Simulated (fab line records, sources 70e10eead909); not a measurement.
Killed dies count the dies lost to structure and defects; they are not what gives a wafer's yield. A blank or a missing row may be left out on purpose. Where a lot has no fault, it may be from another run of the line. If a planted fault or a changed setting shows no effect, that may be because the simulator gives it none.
Chamber matching :: flow nand_harc :: cmp-04 running NHARC_P_BONDPAD_CMP_32: 4 sister chambers
The step polishes SiCN, target thk 200 nm. 4 wafers are shown with their chamber, then 10 later ones without.

WAFERS, EACH WITH ITS CHAMBER
wafer: L083.6
chamber: 2
motor_current_A (A): 11.2

wafer: L085.6
chamber: 0
motor_current_A (A): 12.8

wafer: L086.2
chamber: 1
motor_current_A (A): 12.9

wafer: L086.4
chamber: 3
motor_current_A (A): 11.7

WAFERS WITHOUT THEIR CHAMBER
wafer: L086.5
motor_current_A (A): 12.0

wafer: L088.2
motor_current_A (A): 12.6

wafer: L088.4
motor_current_A (A): 11.9

wafer: L088.5
motor_current_A (A): 11.7

wafer: L090.2
motor_current_A (A): 13.5

wafer: L090.4
motor_current_A (A): 13.2

wafer: L090.6
motor_current_A (A): 12.0

wafer: L096.1
motor_current_A (A): 13.5

wafer: L096.3
motor_current_A (A): 12.4

wafer: L096.5
motor_current_A (A): 12.4

WHICH CHAMBER EACH ONE RAN IN
wafer: L086.5
from the rows above: can't be placed: 3 or 0 or 2 or 1
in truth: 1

wafer: L088.2
from the rows above: can't be placed: 0 or 1 or 3
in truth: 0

wafer: L088.4
from the rows above: can't be placed: 3 or 2 or 0
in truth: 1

wafer: L088.5
from the rows above: can't be placed: 3 or 2
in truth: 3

wafer: L090.2
from the rows above: can't be placed: 1 or 0
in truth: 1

wafer: L090.4
from the rows above: can't be placed: 1 or 0
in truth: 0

wafer: L090.6
from the rows above: can't be placed: 3 or 0 or 2 or 1
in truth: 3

wafer: L096.1
from the rows above: can't be placed: 1 or 0
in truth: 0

wafer: L096.3
from the rows above: can't be placed: 0 or 1 or 3
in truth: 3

wafer: L096.5
from the rows above: can't be placed: 0 or 1 or 3
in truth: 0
Correct placement for 0 of the 10. These rows do not allow placing 10 (true chamber among the candidates in 9). Number placed wrongly: 0.
How it was worked out, from the rows above alone: a wafer's distance from a chamber is the root of the sum, over the readings, of the square of ((its reading less the chamber's mean) divided by the reading's scatter). The wafer belongs to the nearest chamber; if the next one is less than 2 further off, it can't be placed. A chamber's mean is the mean of its shown wafers. The scatter: with one shown wafer a chamber, the root of the mean of the squares of how far each hidden wafer lies from its nearest shown one.
